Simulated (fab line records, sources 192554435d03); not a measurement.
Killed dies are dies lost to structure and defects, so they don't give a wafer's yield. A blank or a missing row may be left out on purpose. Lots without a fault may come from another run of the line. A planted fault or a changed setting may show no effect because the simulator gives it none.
Which tool did it? | flow n5_finfet | 24 lots, 72 wafers sampled, at 3 steps of a route of 1938

WHAT THE GAUGES READ, wafer by wafer
N5_BEOL_M11_CD_MEAS_11: target cd 64.1 nm. Usual: cd_nm 63.9 nm, standard deviation 0.71.
lot  | measured     | on        | cd_nm (nm)     | flag
L074 | day 10 12:30 | cd_sem-02 | 65.1 64.2 63.8 |
L076 | day 10 15:47 | cd_sem-01 | 63.7 63.4 64.2 |
L075 | day 11 02:40 | cd_sem-01 | 64.8 63.3 63.7 |
L077 | day 11 05:46 | cd_sem-02 | 65.0 63.0 62.7 |
L078 | day 11 12:42 | cd_sem-03 | 63.7 63.5 62.3 |
L079 | day 11 21:23 | cd_sem-01 | 63.8 65.0 63.9 |
L081 | day 12 01:15 | cd_sem-01 | 64.6 63.5 63.8 |
L080 | day 12 02:01 | cd_sem-03 | 64.5 63.8 63.7 |
L082 | day 12 10:01 | cd_sem-03 | 64.4 63.6 64.3 |
L083 | day 12 17:27 | cd_sem-02 | 63.1 63.9 64.8 |
L084 | day 13 03:26 | cd_sem-02 | 64.1 64.2 63.8 |
L085 | day 13 03:37 | cd_sem-02 | 63.7 65.5 63.4 |
L086 | day 13 14:26 | cd_sem-02 | 63.4 63.5 64.3 |
L087 | day 13 14:47 | cd_sem-01 | 64.1 63.8 64.9 |
L088 | day 13 21:58 | cd_sem-01 | 63.2 63.0 63.5 |
L090 | day 14 08:53 | cd_sem-03 | 64.5 63.7 64.5 |
L089 | day 14 17:17 | cd_sem-02 | 63.6 65.1 63.7 |
L092 | day 15 05:34 | cd_sem-02 | 63.2 63.5 63.7 |
L093 | day 15 14:14 | cd_sem-03 | 64.0 65.2 63.7 |
L095 | day 15 14:16 | cd_sem-01 | 64.0 63.1 63.2 |
L091 | day 15 14:46 | cd_sem-03 | 62.7 62.5 63.3 |
L094 | day 15 23:07 | cd_sem-03 | 64.9 63.7 65.0 |
L096 | day 16 13:26 | cd_sem-01 | 64.2 65.0 63.8 |
L097 | day 16 13:37 | cd_sem-03 | 63.8 63.8 62.9 |

N5_BEOL_M11_CD_MEAS_28: target cd 70 nm. Usual: cd_nm 69.0 nm, standard deviation 1.4.
lot  | measured     | on        | cd_nm (nm)     | flag
L074 | day 10 13:29 | cd_sem-02 | 68.8 67.2 68.5 |
L076 | day 10 16:38 | cd_sem-02 | 68.3 68.5 68.9 |
L075 | day 11 04:15 | cd_sem-01 | 70.6 72.2 70.4 |
L077 | day 11 07:17 | cd_sem-01 | 70.0 68.6 69.0 |
L078 | day 11 15:25 | cd_sem-03 | 68.3 68.9 67.6 |
L079 | day 12 00:24 | cd_sem-03 | 67.5 67.9 67.8 |
L081 | day 12 02:05 | cd_sem-02 | 70.6 69.6 68.8 |
L080 | day 12 04:52 | cd_sem-03 | 69.5 72.2 71.7 |
L082 | day 12 10:58 | cd_sem-02 | 67.7 68.8 68.4 |
L083 | day 12 21:59 | cd_sem-03 | 69.7 68.5 69.0 |
L084 | day 13 05:20 | cd_sem-02 | 70.6 70.6 72.0 |
L085 | day 13 05:31 | cd_sem-01 | 68.8 68.1 67.3 |
L086 | day 13 15:32 | cd_sem-02 | 67.3 67.5 68.7 |
L087 | day 13 15:55 | cd_sem-03 | 67.0 67.0 68.9 |
L088 | day 13 23:05 | cd_sem-03 | 66.4 67.4 68.3 |
L090 | day 14 10:02 | cd_sem-03 | 69.7 70.5 69.0 |
L089 | day 14 18:21 | cd_sem-03 | 72.2 71.1 71.4 |
L092 | day 15 08:36 | cd_sem-01 | 68.2 69.1 69.1 |
L093 | day 15 16:40 | cd_sem-03 | 69.1 67.5 67.1 |
L095 | day 15 16:55 | cd_sem-01 | 68.8 68.7 69.9 |
L091 | day 15 16:57 | cd_sem-03 | 67.7 68.0 69.0 |
L094 | day 16 01:55 | cd_sem-01 | 68.4 68.6 68.7 |
L096 | day 16 14:52 | cd_sem-03 | 71.1 71.4 70.1 |
L097 | day 16 15:28 | cd_sem-01 | 69.2 67.2 68.2 |

WHICH TOOL RAN EACH LOT (tool, then ch and the chambers of the sampled wafers, then the start)
lot  | N5_BEOL_M10_DEP_56
L074 | pecvd-02 ch 0,1, day 10 11:10
L076 | pecvd-02 ch 0,1, day 10 13:26
L075 | pecvd-03 ch 0,2, day 11 01:28
L077 | pecvd-02 ch 0,1,2, day 11 03:47
L078 | pecvd-03 ch 0,1, day 11 10:41
L079 | pecvd-03 ch 0,1,2, day 11 19:35
L081 | pecvd-03 ch 0,1,2, day 11 21:53
L080 | pecvd-02 ch 0,1,2, day 11 23:50
L082 | pecvd-01 ch 0,2, day 12 07:13
L083 | pecvd-01 ch 0,2, day 12 11:57
L084 | pecvd-01 ch 0,2, day 13 00:48
L085 | pecvd-01 ch 0,2, day 13 02:01
L086 | pecvd-01 ch 0,2, day 13 10:53
L087 | pecvd-02 ch 0,2, day 13 12:22
L088 | pecvd-03 ch 0,1, day 13 18:49
L090 | pecvd-01 ch 1,2, day 14 06:04
L089 | pecvd-03 ch 0,1, day 14 15:02
L092 | pecvd-03 ch 1,2, day 15 02:22
L093 | pecvd-03 ch 0,1,2, day 15 11:36
L095 | pecvd-01 ch 0,1, day 15 11:40
L091 | pecvd-02 ch 0,1,2, day 15 11:52
L094 | pecvd-01 ch 1,2, day 15 20:08
L096 | pecvd-01 ch 1,2, day 16 11:50
L097 | pecvd-01 ch 0,1,2, day 16 12:07
- N5_BEOL_M10_DEP_56: deposits SiCN from 3MS/NH3, target thk 15 nm, time 26.5 s.

WHAT THE TOOLS THEMSELVES READ (means of the sampled wafers that have a number; where no wafer has one, the mark that the record gives instead)
N5_BEOL_M10_DEP_56. Usual: showerhead_plenum_p_Torr 3.662 Torr, standard deviation 0.014; throttle_valve_pct 9.2 %, standard deviation 0.52.
lot  | tool     | showerhead_plenum_p_Torr (Torr) | throttle_valve_pct (%) | flag
L074 | pecvd-02 | 3.668                           | 9.3                    |
L076 | pecvd-02 | 3.660                           | 9.3                    |
L075 | pecvd-03 | 3.652                           | 9.3                    |
L077 | pecvd-02 | 3.667                           | 8.9                    |
L078 | pecvd-03 | 3.648                           | 9.7                    |
L079 | pecvd-03 | 3.654                           | 9.4                    |
L081 | pecvd-03 | 3.652                           | 9.5                    |
L080 | pecvd-02 | 3.668                           | 9.0                    |
L082 | pecvd-01 | 3.669                           | 9.0                    |
L083 | pecvd-01 | 3.661                           | 8.9                    |
L084 | pecvd-01 | 3.654                           | 9.2                    |
L085 | pecvd-01 | 3.670                           | 8.9                    |
L086 | pecvd-01 | 3.666                           | 9.0                    |
L087 | pecvd-02 | 3.678                           | 8.6                    |
L088 | pecvd-03 | 3.657                           | 10.0                   |
L090 | pecvd-01 | 3.677                           | 8.7                    |
L089 | pecvd-03 | 3.654                           | 9.8                    |
L092 | pecvd-03 | 3.656                           | 9.8                    |
L093 | pecvd-03 | 3.650                           | 9.6                    |
L095 | pecvd-01 | 3.666                           | 9.0                    |
L091 | pecvd-02 | 3.674                           | 9.0                    |
L094 | pecvd-01 | 3.674                           | 9.0                    |
L096 | pecvd-01 | 3.683                           | 8.9                    |
L097 | pecvd-01 | 3.665                           | 9.1                    |

THE ANSWER, worked out from the rows above alone
Rule: a lot is off if the mean of its wafers that have a number lies more than 3 standard deviations from the usual mean. A lot without any number at a reading at which 4 lots or more have one is off too. The other lots that the step has rows for count as sound. The gauges are gone through in route order, then the tools' own readings, and for those a lot's mean is taken as printed above. The first step at which some lot is off is used, and at that step the reading that is off furthest; a lot without a number counts as furthest.
No lot is off at any reading shown: from this, nothing can be told.

WHAT THE SIMULATOR HAD PUT IN
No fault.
